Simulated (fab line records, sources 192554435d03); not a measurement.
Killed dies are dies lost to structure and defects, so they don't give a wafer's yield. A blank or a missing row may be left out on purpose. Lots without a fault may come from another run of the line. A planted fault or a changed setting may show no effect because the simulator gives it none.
Chamber matching | flow n5_finfet | N5_BEOL_M1_ALD_84 on ald_metal-01: 4 sister chambers
The step deposits TaN, pulse time 2 s, purge time 3 s, co reactant purge time 2 s. 8 wafers are shown with their chamber, then 12 later ones without.

WAFERS WITH THEIR CHAMBER
wafer  | chamber | heater_power_w (W) | precursor_vessel_pressure_torr (Torr)
L079.2 | 2       | 441                | 26.24
L083.1 | 2       | 429                | 26.19
L085.6 | 0       | 363                | 26.27
L088.3 | 0       | 357                | 26.23
L088.6 | 1       | 356                | 26.22
L092.3 | 3       | 430                | 26.22
L092.4 | 1       | 354                | 26.32
L092.5 | 3       | 418                | 26.29

WAFERS WITHOUT THEIR CHAMBER
wafer  | heater_power_w (W) | precursor_vessel_pressure_torr (Torr)
L095.2 | 426                | 26.23
L095.3 | 358                | 26.29
L095.6 | 429                | 26.20
L094.1 | 368                | 26.22
L094.2 | 426                | 26.24
L094.6 | 434                | 26.28
L096.1 | 355                | 26.20
L096.2 | 424                | 26.28
L096.4 | 358                | 26.26
L097.1 | 445                | 26.28
L097.2 | 363                | 26.25
L097.4 | 362                | 26.24

WHICH CHAMBER EACH WENT THROUGH
wafer  | from the rows above     | in truth
L095.2 | can't be placed: 3 or 2 | 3
L095.3 | can't be placed: 1 or 0 | 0
L095.6 | can't be placed: 2 or 3 | 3
L094.1 | can't be placed: 0 or 1 | 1
L094.2 | can't be placed: 3 or 2 | 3
L094.6 | can't be placed: 2 or 3 | 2
L096.1 | can't be placed: 0 or 1 | 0
L096.2 | can't be placed: 3 or 2 | 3
L096.4 | can't be placed: 0 or 1 | 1
L097.1 | can't be placed: 2 or 3 | 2
L097.2 | can't be placed: 0 or 1 | 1
L097.4 | can't be placed: 0 or 1 | 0
Placed correctly: 0 of 12. Can't be placed from these rows: 12 (the true chamber is among the candidates in 12). Placed wrongly: 0.
How it was worked out, from the rows above alone: a wafer's distance from a chamber is the root of the sum, over the readings, of the square of ((its reading less the chamber's mean) divided by the reading's scatter). The wafer belongs to the nearest chamber; if the next one is less than 2 further off, it can't be placed. A chamber's mean is the mean of its shown wafers. The scatter: the root of (the sum of the squares of (reading less its chamber's mean) over the shown wafers, divided by (wafers less chambers)).
